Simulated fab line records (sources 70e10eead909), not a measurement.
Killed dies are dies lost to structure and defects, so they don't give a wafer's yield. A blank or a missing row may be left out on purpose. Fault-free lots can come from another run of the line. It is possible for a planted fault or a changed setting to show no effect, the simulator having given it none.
Which tool was responsible? + flow nand-harc + 6 lots, 18 wafers sampled, at 4 steps of a route of 1302

WHAT EACH GAUGE READ, for each wafer
NHARC_A_BONDPAD_THK_MEAS_20: measures by xrf.
| lot  | measured     | on            | thk-nm (nm)       |
|------|--------------|---------------|-------------------|
| L371 | day 24 01:28 | film-metro-01 | 169.2 166.6 170.9 |
| L373 | day 24 05:24 | film-metro-02 | 169.3 173.9 169.0 |
| L377 | day 25 23:24 | film-metro-02 | 169.7 170.0 168.5 |
| L380 | day 27 05:13 | film-metro-02 | 168.7 170.6 169.1 |
| L389 | day 31 03:05 | film-metro-01 | 170.1 169.0 170.1 |
| L393 | day 32 13:22 | film-metro-02 | 171.4 169.2 171.2 |

WHICH TOOL RAN EACH LOT (tool, then ch and the chambers of the sampled wafers, then the start)
| lot  | NHARC_A_BONDPAD_ETCH_34            | NHARC_A_BONDPAD_STRIP_15           | NHARC_A_BONDPAD_PVD_27                  |
|------|------------------------------------|------------------------------------|-----------------------------------------|
| L371 | rie-diel-09 ch 2,3, day 23 23:08   | rie-diel-09 ch 0,1,3, day 23 23:29 | pvd-sputter-01, day 24 01:28 or earlier |
| L373 | rie-diel-05 ch 1,2,3, day 24 03:06 | rie-diel-09 ch 0,3, day 24 03:25   | pvd-sputter-01, day 24 05:24 or earlier |
| L377 | rie-diel-08 ch 2,3, day 25 20:42   | rie-diel-09 ch 0,3, day 25 21:00   | pvd-sputter-03, day 25 23:24 or earlier |
| L380 | rie-diel-09 ch 0,1,3, day 27 02:52 | rie-diel-09 ch 0,1,2, day 27 03:12 | pvd-sputter-02, day 27 05:13 or earlier |
| L389 | rie-diel-09 ch 0,2, day 31 00:44   | rie-diel-08 ch 0,2, day 31 01:05   | pvd-sputter-03, day 31 03:05 or earlier |
| L393 | rie-diel-09 ch 0,2, day 32 11:04   | rie-diel-08 ch 0,3, day 32 11:24   | pvd-sputter-03, day 32 13:22 or earlier |
- NHARC_A_BONDPAD_ETCH_34: etches the open film in N2/H2, target depth 60 nm, overetch 18 nm, time 65.91 s.
- NHARC_A_BONDPAD_STRIP_15: strips in O2.
- NHARC_A_BONDPAD_PVD_27: deposits Cu, target thk 30 nm, time 20.49 s.

THE ANSWER, worked out from the rows above alone
Rule: what is usual is taken from the lots themselves. Put in order of their means at a reading, lots are off if they are a third of the lots or fewer, leave a main group of 4 or more, and stand apart from it by a gap of 3 or more times the standard deviation of the main group's means; of several such gaps the widest counts. If all means in a main group match to the digits the tables above print for the reading, that group is not used. Also off: a lot with no number at a reading for which 4 or more lots have one. The other lots that the step has rows for count as sound.
No lot is off on any of the readings shown, so nothing can be concluded from this.

WHAT HAD BEEN PUT IN BY THE SIMULATOR
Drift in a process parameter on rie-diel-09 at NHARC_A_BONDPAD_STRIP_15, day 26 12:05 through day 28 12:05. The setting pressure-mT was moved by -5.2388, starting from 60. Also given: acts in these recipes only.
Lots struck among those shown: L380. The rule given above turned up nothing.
